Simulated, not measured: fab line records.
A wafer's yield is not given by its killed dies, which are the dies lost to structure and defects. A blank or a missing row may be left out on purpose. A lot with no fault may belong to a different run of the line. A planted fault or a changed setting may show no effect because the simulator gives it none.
Which tool was responsible? / flow n5 finfet / 28 wafers from 10 lots sampled at 6 of the route's 1938 steps

WHAT EACH GAUGE READ, for each wafer
N5_BEOL_M0_OCD_MEAS_108.
lot=L923; measured=day 5 22:10; on=ocd-01; trench depth nm (nm)=32.9 32.8 33.3
lot=L925; measured=day 6 10:01; on=ocd-02; trench depth nm (nm)=33.4 33.5 33.5
lot=L928; measured=day 7 01:41; on=ocd-02; trench depth nm (nm)=33.4 32.6 32.9
lot=L930; measured=day 7 18:36; on=ocd-01; trench depth nm (nm)=32.3 33.1 33.7
lot=L935; measured=day 8 23:26; on=ocd-02; trench depth nm (nm)=32.5 34.0 34.1
lot=L939; measured=day 9 21:30; on=ocd-01; trench depth nm (nm)=33.1 33.0
lot=L940; measured=day 10 06:55; on=ocd-02; trench depth nm (nm)=32.4 33.1
lot=L941; measured=day 10 20:16; on=ocd-01; trench depth nm (nm)=33.7 32.6 34.5
lot=L944; measured=day 11 03:02; on=ocd-01; trench depth nm (nm)=33.8 33.0 34.0
lot=L946; measured=day 11 10:55; on=ocd-02; trench depth nm (nm)=33.8 33.0 33.5

N5_BEOL_M4_RC_MEAS_101.
lot=L923; measured=day 7 23:20; on=prober-02; DIBL_N (mV/V)=34.3 36.1 36.9; DIBL_P (mV/V)=35.5 38.0 38.7; IOFF_N (nA/um)=0.138 0.161 0.184; IOFF_P (nA/um)=0.19 0.24 0.25; ION_N (uA/um)=668 682 688; ION_P (uA/um)=457 466 465; SS_N (mV/dec)=70.9 71.5 72.0; SS_P (mV/dec)=72.3 72.9 73.2; VT_N (mV)=252.3 252.3 249.9; VT_P (mV)=-251 -251 -246
lot=L925; measured=day 8 02:20; on=prober-01; DIBL_N (mV/V)=35.1 34.4 34.1; DIBL_P (mV/V)=35.1 34.7 33.3; IOFF_N (nA/um)=0.140 0.130 0.114; IOFF_P (nA/um)=0.18 0.18 0.16; ION_N (uA/um)=670 663 656; ION_P (uA/um)=458 461 449; SS_N (mV/dec)=71.4 70.9 71.2; SS_P (mV/dec)=73.4 73.1 72.0; VT_N (mV)=250.7 255.0 254.7; VT_P (mV)=-254 -254 -255
lot=L928; measured=day 9 00:47; on=prober-02; DIBL_N (mV/V)=37.8 37.4 35.7; DIBL_P (mV/V)=36.5 37.5 34.7; IOFF_N (nA/um)=0.156 0.165 0.122; IOFF_P (nA/um)=0.20 0.21 0.17; ION_N (uA/um)=672 676 653; ION_P (uA/um)=455 462 452; SS_N (mV/dec)=70.3 71.3 70.5; SS_P (mV/dec)=73.7 73.5 72.9; VT_N (mV)=252.7 248.5 254.3; VT_P (mV)=-250 -248 -253
lot=L930; measured=day 9 19:01; on=prober-01; DIBL_N (mV/V)=34.9 34.2 36.7; DIBL_P (mV/V)=34.8 34.6 37.9; IOFF_N (nA/um)=0.129 0.121 0.165; IOFF_P (nA/um)=0.20 0.19 0.25; ION_N (uA/um)=673 665 685; ION_P (uA/um)=465 461 474; SS_N (mV/dec)=71.5 71.3 72.1; SS_P (mV/dec)=73.4 72.7 73.2; VT_N (mV)=255.7 254.4 248.9; VT_P (mV)=-249 -251 -245
lot=L935; measured=day 11 11:46; on=prober-02; DIBL_N (mV/V)=34.4 37.1 36.1; DIBL_P (mV/V)=33.6 37.9 35.3; IOFF_N (nA/um)=0.128 0.175 0.154; IOFF_P (nA/um)=0.15 0.22 0.17; ION_N (uA/um)=658 672 674; ION_P (uA/um)=446 456 456; SS_N (mV/dec)=70.3 71.5 71.2; SS_P (mV/dec)=72.3 74.1 72.9; VT_N (mV)=251.3 248.8 248.4; VT_P (mV)=-258 -250 -251
lot=L939; measured=day 12 12:49; on=prober-02; DIBL_N (mV/V)=36.2 35.5; DIBL_P (mV/V)=35.3 35.6; IOFF_N (nA/um)=0.141 0.138; IOFF_P (nA/um)=0.18 0.18; ION_N (uA/um)=677 685; ION_P (uA/um)=464 457; SS_N (mV/dec)=70.7 71.1; SS_P (mV/dec)=73.0 73.1; VT_N (mV)=250.3 251.5; VT_P (mV)=-253 -254
lot=L940; measured=day 12 15:55; on=prober-01; DIBL_N (mV/V)=36.6 37.2; DIBL_P (mV/V)=37.1 37.6; IOFF_N (nA/um)=0.172 0.176; IOFF_P (nA/um)=0.21 0.22; ION_N (uA/um)=666 669; ION_P (uA/um)=463 458; SS_N (mV/dec)=72.4 72.7; SS_P (mV/dec)=72.5 74.3; VT_N (mV)=249.4 250.6; VT_P (mV)=-252 -252
lot=L941; measured=day 12 17:14; on=prober-01; DIBL_N (mV/V)=35.9 37.0 38.6; DIBL_P (mV/V)=35.2 37.2 40.1; IOFF_N (nA/um)=0.144 0.162 0.212; IOFF_P (nA/um)=0.20 0.23 0.30; ION_N (uA/um)=699 691 705; ION_P (uA/um)=475 467 488; SS_N (mV/dec)=71.7 71.6 72.1; SS_P (mV/dec)=73.5 74.1 74.0; VT_N (mV)=248.9 248.4 245.7; VT_P (mV)=-250 -251 -242
lot=L944; measured=day 13 14:35; on=prober-02; DIBL_N (mV/V)=35.7 36.8 35.6; DIBL_P (mV/V)=35.7 38.1 36.5; IOFF_N (nA/um)=0.158 0.175 0.165; IOFF_P (nA/um)=0.18 0.23 0.20; ION_N (uA/um)=677 666 677; ION_P (uA/um)=459 457 468; SS_N (mV/dec)=71.2 71.6 71.4; SS_P (mV/dec)=72.7 73.8 72.8; VT_N (mV)=248.8 247.5 248.2; VT_P (mV)=-254 -250 -251
lot=L946; measured=day 14 01:01; on=prober-01; DIBL_N (mV/V)=38.4 36.2 36.0; DIBL_P (mV/V)=38.9 36.3 35.3; IOFF_N (nA/um)=0.223 0.157 0.158; IOFF_P (nA/um)=0.30 0.23 0.21; ION_N (uA/um)=690 666 675; ION_P (uA/um)=478 461 461; SS_N (mV/dec)=73.0 71.9 71.6; SS_P (mV/dec)=74.6 73.7 72.9; VT_N (mV)=246.9 252.2 252.8; VT_P (mV)=-245 -248 -252

WHICH TOOL RAN EACH LOT (tool, then ch and the chambers of the sampled wafers, then the start)
lot=L923; N5_BEOL_M0_ALD_136=ald metal-02 ch 0,2,3, day 5 23:13; N5_BEOL_M0_SURFACE_TREAT_137=pvd sputter-02, day 5 23:32; N5_BEOL_M0_ANNEAL_117=pvd sputter-02, day 5 23:54; N5_BEOL_M0_CMP_120=cmp-02 ch 0,3, day 6 00:43
lot=L925; N5_BEOL_M0_ALD_136=ald metal-03 ch 0,2, day 6 10:41; N5_BEOL_M0_SURFACE_TREAT_137=pvd sputter-01, day 6 12:25; N5_BEOL_M0_ANNEAL_117=pvd sputter-02, day 6 12:46; N5_BEOL_M0_CMP_120=cmp-02 ch 0,2,3, day 6 13:38
lot=L928; N5_BEOL_M0_ALD_136=ald metal-03 ch 1,2,3, day 7 02:52; N5_BEOL_M0_SURFACE_TREAT_137=pvd sputter-01, day 7 03:09; N5_BEOL_M0_ANNEAL_117=pvd sputter-02, day 7 03:37; N5_BEOL_M0_CMP_120=cmp-02 ch 0,3, day 7 05:38
lot=L930; N5_BEOL_M0_ALD_136=ald metal-02 ch 0,1,3, day 7 19:43; N5_BEOL_M0_SURFACE_TREAT_137=pvd sputter-03, day 7 19:59; N5_BEOL_M0_ANNEAL_117=pvd sputter-01, day 7 20:13; N5_BEOL_M0_CMP_120=cmp-01 ch 0,1,2, day 7 21:44
lot=L935; N5_BEOL_M0_ALD_136=ald metal-02 ch 0,1,3, day 9 00:15; N5_BEOL_M0_SURFACE_TREAT_137=pvd sputter-02, day 9 00:41; N5_BEOL_M0_ANNEAL_117=pvd sputter-03, day 9 01:20; N5_BEOL_M0_CMP_120=cmp-01 ch 1,2,3, day 9 02:07
lot=L939; N5_BEOL_M0_ALD_136=ald metal-02 ch 1,3, day 9 21:53; N5_BEOL_M0_SURFACE_TREAT_137=pvd sputter-01, day 9 22:07; N5_BEOL_M0_ANNEAL_117=pvd sputter-03, day 10 00:08; N5_BEOL_M0_CMP_120=cmp-01 ch 1, day 10 00:57
lot=L940; N5_BEOL_M0_ALD_136=ald metal-02 ch 2, day 10 07:51; N5_BEOL_M0_SURFACE_TREAT_137=pvd sputter-02, day 10 08:12; N5_BEOL_M0_ANNEAL_117=pvd sputter-02, day 10 10:15; N5_BEOL_M0_CMP_120=cmp-03 ch 0,2, day 10 11:07
lot=L941; N5_BEOL_M0_ALD_136=ald metal-02 ch 0,2,3, day 10 21:20; N5_BEOL_M0_SURFACE_TREAT_137=pvd sputter-02, day 10 22:01; N5_BEOL_M0_ANNEAL_117=pvd sputter-03, day 11 00:28; N5_BEOL_M0_CMP_120=cmp-03 ch 0,1,2, day 11 01:15
lot=L944; N5_BEOL_M0_ALD_136=ald metal-03 ch 2,3, day 11 04:22; N5_BEOL_M0_SURFACE_TREAT_137=pvd sputter-01, day 11 04:47; N5_BEOL_M0_ANNEAL_117=pvd sputter-01, day 11 05:25; N5_BEOL_M0_CMP_120=cmp-02 ch 1,2,3, day 11 06:14
lot=L946; N5_BEOL_M0_ALD_136=ald metal-03 ch 0,1,2, day 11 12:02; N5_BEOL_M0_SURFACE_TREAT_137=pvd sputter-03, day 11 12:44; N5_BEOL_M0_ANNEAL_117=pvd sputter-02, day 11 13:36; N5_BEOL_M0_CMP_120=cmp-02 ch 0,1,2, day 11 14:58
- N5_BEOL_M0_ALD_136: deposits TaN, pulse time 2 s, purge time 3 s, co reactant purge time 2 s.
- N5_BEOL_M0_SURFACE_TREAT_137
- N5_BEOL_M0_ANNEAL_117: time 60 s.
- N5_BEOL_M0_CMP_120: polishes, stops on SiOC, t overpolish 6.9 s.

AS READ BY THE TOOLS THEMSELVES (means over the sampled wafers that have a number; for cases with no such wafer, the mark the record gives instead)
N5_BEOL_M0_ALD_136.
lot=L923; tool=ald metal-02; chamber pressure Torr (Torr)=3.010; heater power outer w (W)=237; heater power w (W)=420; mfc carrier sccm (sccm)=1502; precursor vessel carrier sccm (sccm)=999.6; susceptor temp C (C)=274.89
lot=L925; tool=ald metal-03; chamber pressure Torr (Torr)=2.994; heater power outer w (W)=229; heater power w (W)=419; mfc carrier sccm (sccm)=1499; precursor vessel carrier sccm (sccm)=999.9; susceptor temp C (C)=274.87
lot=L928; tool=ald metal-03; chamber pressure Torr (Torr)=2.998; heater power outer w (W)=237; heater power w (W)=413; mfc carrier sccm (sccm)=1503; precursor vessel carrier sccm (sccm)=998.3; susceptor temp C (C)=274.93
lot=L930; tool=ald metal-02; chamber pressure Torr (Torr)=2.996; heater power outer w (W)=241; heater power w (W)=426; mfc carrier sccm (sccm)=1499; precursor vessel carrier sccm (sccm)=996.6; susceptor temp C (C)=274.86
lot=L935; tool=ald metal-02; chamber pressure Torr (Torr)=2.998; heater power outer w (W)=242; heater power w (W)=425; mfc carrier sccm (sccm)=1502; precursor vessel carrier sccm (sccm)=1000.9; susceptor temp C (C)=274.75
lot=L939; tool=ald metal-02; chamber pressure Torr (Torr)=2.998; heater power outer w (W)=236; heater power w (W)=424; mfc carrier sccm (sccm)=1502; precursor vessel carrier sccm (sccm)=1003.9; susceptor temp C (C)=275.16
lot=L940; tool=ald metal-02; chamber pressure Torr (Torr)=2.995; heater power outer w (W)=246; heater power w (W)=411; mfc carrier sccm (sccm)=1504; precursor vessel carrier sccm (sccm)=1001.6; susceptor temp C (C)=274.78
lot=L941; tool=ald metal-02; chamber pressure Torr (Torr)=3.003; heater power outer w (W)=236; heater power w (W)=418; mfc carrier sccm (sccm)=1498; precursor vessel carrier sccm (sccm)=1001.0; susceptor temp C (C)=274.88
lot=L944; tool=ald metal-03; chamber pressure Torr (Torr)=2.994; heater power outer w (W)=231; heater power w (W)=414; mfc carrier sccm (sccm)=1499; precursor vessel carrier sccm (sccm)=1000.0; susceptor temp C (C)=275.05
lot=L946; tool=ald metal-03; chamber pressure Torr (Torr)=3.002; heater power outer w (W)=242; heater power w (W)=421; mfc carrier sccm (sccm)=1495; precursor vessel carrier sccm (sccm)=1000.5; susceptor temp C (C)=274.95

N5_BEOL_M0_ANNEAL_117.
lot=L923; tool=pvd sputter-02; heater power w (W)=850; susceptor temp C (C)=399.96
lot=L925; tool=pvd sputter-02; heater power w (W)=862; susceptor temp C (C)=399.85
lot=L928; tool=pvd sputter-02; heater power w (W)=807; susceptor temp C (C)=400.11
lot=L930; tool=pvd sputter-01; heater power w (W)=755; susceptor temp C (C)=400.12
lot=L935; tool=pvd sputter-03; heater power w (W)=819; susceptor temp C (C)=400.04
lot=L939; tool=pvd sputter-03; heater power w (W)=812; susceptor temp C (C)=400.06
lot=L940; tool=pvd sputter-02; heater power w (W)=796; susceptor temp C (C)=400.27
lot=L941; tool=pvd sputter-03; heater power w (W)=807; susceptor temp C (C)=399.90
lot=L944; tool=pvd sputter-01; heater power w (W)=740; susceptor temp C (C)=399.86
lot=L946; tool=pvd sputter-02; heater power w (W)=805; susceptor temp C (C)=400.00

N5_BEOL_M0_CMP_120.
lot=L923; tool=cmp-02; barrier field endpoint s (s)=3.71; motor current A (A)=5.9
lot=L925; tool=cmp-02; barrier field endpoint s (s)=3.63; motor current A (A)=6.0
lot=L928; tool=cmp-02; barrier field endpoint s (s)=3.61; motor current A (A)=5.9
lot=L930; tool=cmp-01; barrier field endpoint s (s)=3.55; motor current A (A)=6.0
lot=L935; tool=cmp-01; barrier field endpoint s (s)=3.65; motor current A (A)=6.0
lot=L939; tool=cmp-01; barrier field endpoint s (s)=4.04; motor current A (A)=5.4
lot=L940; tool=cmp-03; barrier field endpoint s (s)=4.14; motor current A (A)=6.8
lot=L941; tool=cmp-03; barrier field endpoint s (s)=4.38; motor current A (A)=6.3
lot=L944; tool=cmp-02; barrier field endpoint s (s)=3.52; motor current A (A)=5.6
lot=L946; tool=cmp-02; barrier field endpoint s (s)=3.57; motor current A (A)=5.6

THE ANSWER, worked out from the rows above alone
Rule: usual is defined by the lots themselves. Put in order of their means at a reading, lots are off if they are a third of the lots or fewer, leave a main group of 4 or more, and stand apart from it by a gap of 3 or more times the standard deviation of the main group's means; of several such gaps the widest counts. A main group whose means are all the same, to the digits that the tables above print for the reading, isn't used. A lot without any number at a reading at which 4 lots or more have one is off too. All remaining lots with rows at the step are treated as sound. First the gauges in route order, then the tools' own readings, where a lot's mean is used as printed above. At the first step where some lot is off, the reading lying furthest off is the one used; lots without a number count as furthest.
Off, at N5_BEOL_M0_CMP_120 on barrier field endpoint s: L939, L940, L941. The main group has a mean of 3.61 s with a standard deviation of 0.06.
A tool fits if, at that step or a process step before it, it ran every lot that is off, and no sound lot after the first of them. One fits: N5_BEOL_M0_ALD_136 on ald metal-02. Its last sound lot is L935 (day 9 00:15), its first lot that is off L939 (day 9 21:53): a fault that began between those two fits.

WHAT HAD BEEN PUT IN BY THE SIMULATOR
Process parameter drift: ald metal-02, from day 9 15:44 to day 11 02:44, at N5_BEOL_M0_ALD_136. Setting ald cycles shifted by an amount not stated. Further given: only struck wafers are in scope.
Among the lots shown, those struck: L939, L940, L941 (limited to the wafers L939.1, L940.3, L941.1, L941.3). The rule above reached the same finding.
